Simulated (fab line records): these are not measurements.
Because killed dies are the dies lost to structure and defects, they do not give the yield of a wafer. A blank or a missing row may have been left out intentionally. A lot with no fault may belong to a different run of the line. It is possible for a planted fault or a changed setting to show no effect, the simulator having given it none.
Problem report, 8D (eight disciplines) form, completed by code + flow n5_finfet + the parts of the form that need people (team, actions taken, sign-off) are left out

1. PROBLEM STATEMENT
N5_BEOL_M8_OCD_MEAS_38, trench_depth_nm: mean 141.5 nm on 3 wafers (1 lot); fault-free wafers 93.8 nm, standard deviation 1.9. Relative to the usual mean, that is a shift of +25 standard deviations.
First seen on wafer L315.1, day 15 22:47, on ocd-02. The record holds 23 wafers of 8 lots with a number at this step. Rule for "out" (also "out of limits"): further than 4 standard deviations from the usual mean. The rest of the wafers with a number are treated as sound.

2. WHAT IT IS; WHAT IT IS NOT
| question                    | is                     | is not                                                                                |
|-----------------------------|------------------------|---------------------------------------------------------------------------------------|
| which readings at this step | trench_depth_nm        | -                                                                                     |
| which lots                  | L315                   | L305, L307, L309, L324, L325, L327, L328                                              |
| which wafers of those lots  | all that have a number | -                                                                                     |
| read on which gauges        | ocd-02                 | ocd-01                                                                                |
| when                        | from day 15 22:47      | up to then (9 sound wafers); but 11 sound wafers of L324, L325, L327, L328 came after |

3. WHAT RULES OUT EACH SUSPECT
Counting: a tool at any process step up to the reading remains a suspect when it ran all the lots that are out and ran no sound lot after the first of those.
- the gauge at N5_BEOL_M8_OCD_MEAS_38 is ruled out. All the wafers that are out were read on ocd-02, but those of them that N5_BEOL_M8_THK_MEAS_53 has rows for are out there too, on other tools.
- rie_diel-01 at N5_BEOL_M8_DESCUM_33 (chemistry O2, time 7 s): kept. It ran the lot that is out, L315 (day 15 22:21), and no sound lot after that; its last sound lot up to then is L305 (day 13 21:08).
- rie_diel-01 at N5_BEOL_M8_TRENCH_ETCH_37 (etches SiCOH lowk in C4F6/O2, target depth 93.478 nm, time 31.2 s): kept. It ran the lot that is out, L315 (day 15 22:37), and no sound lot after that; its last sound lot up to then is L305 (day 13 21:25).
- rie_diel-01 at N5_BEOL_M8_STRIP_80 (strips in N2/H2, time 10 s): kept. It ran the lot that is out, L315 (day 15 22:47), and no sound lot after that; its last sound lot up to then is L305 (day 13 21:34). N5_BEOL_M8_STRIP_80 gives no start for some lots, so the hours and the order of its lots are those of N5_BEOL_M8_OCD_MEAS_38.
The count leaves rie_diel-01 at N5_BEOL_M8_DESCUM_33, rie_diel-01 at N5_BEOL_M8_TRENCH_ETCH_37, and rie_diel-01 at N5_BEOL_M8_STRIP_80.

4. THE CAUSE (what the simulator had put in)
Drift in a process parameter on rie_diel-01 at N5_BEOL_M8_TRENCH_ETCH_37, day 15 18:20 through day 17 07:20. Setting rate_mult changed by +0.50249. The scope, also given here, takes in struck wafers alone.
Of the 3 suspects that counting leaves, this tool is one.

5. SEQUENCE OF EFFECTS, ordered by route
Each row: a reading whose mean over the struck wafers that have a number lies more than 3 standard deviations from the usual. Scope: only readings with a usual standard deviation given in the record; hours: median across lots of the time from each lot's start at the first step in this table that gives one to its start at this step; sigmas: change in usual standard deviations.
| hours | step                    | reading              | usual        | on struck wafers | change | sigmas |
|-------|-------------------------|----------------------|--------------|------------------|--------|--------|
| 0     | N5_BEOL_M8_OCD_MEAS_38  | trench_depth_nm      | 93.8 nm      | 141.5            | +47.7  | +25    |
| 3     | N5_BEOL_M8_THK_MEAS_53  | M8_THK               | 78.0 nm      | 126.8            | +48.8  | +20    |
| 3     | N5_BEOL_M8_RS_MEAS_57   | M8_RS                | 0.285 ohm/sq | 0.165            | -0.120 | -11    |
| 77    | N5_PASSIVATION_PROBE_49 | defect_limited_yield | 91.1 %       | 81.6             | -9.5   | -6.8   |
| 77    | N5_PASSIVATION_PROBE_49 | killed_at_M4_up      | 15           | 132              | +117   | +22    |
| 77    | N5_PASSIVATION_PROBE_49 | killed_dies          | 105          | 217              | +112   | +6.6   |
| 77    | N5_PASSIVATION_PROBE_49 | sort_n_pass          | 1075         | 963              | -112   | -6.6   |
| 77    | N5_PASSIVATION_PROBE_49 | sort_yield_pct       | 91.1 %       | 81.6             | -9.5   | -6.8   |
Process steps it contains:
- N5_PASSIVATION_PROBE_49

6. WHAT WOULD HAVE CAUGHT IT SOONER
In this record the first reading out of limits at a measuring or inspecting step was taken at day 15 22:47, 4 hours after the fault began at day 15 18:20.
The tool's own readings at N5_BEOL_M8_TRENCH_ETCH_37 were out on some of the struck wafers (oes_product_au): an alarm limit on them would have fired on those.
By day 15 22:47 the whole set of lots that are out, 1 in number, had already begun N5_BEOL_M8_TRENCH_ETCH_37 on rie_diel-01. Tool hold at that time: it would have spared none of them.
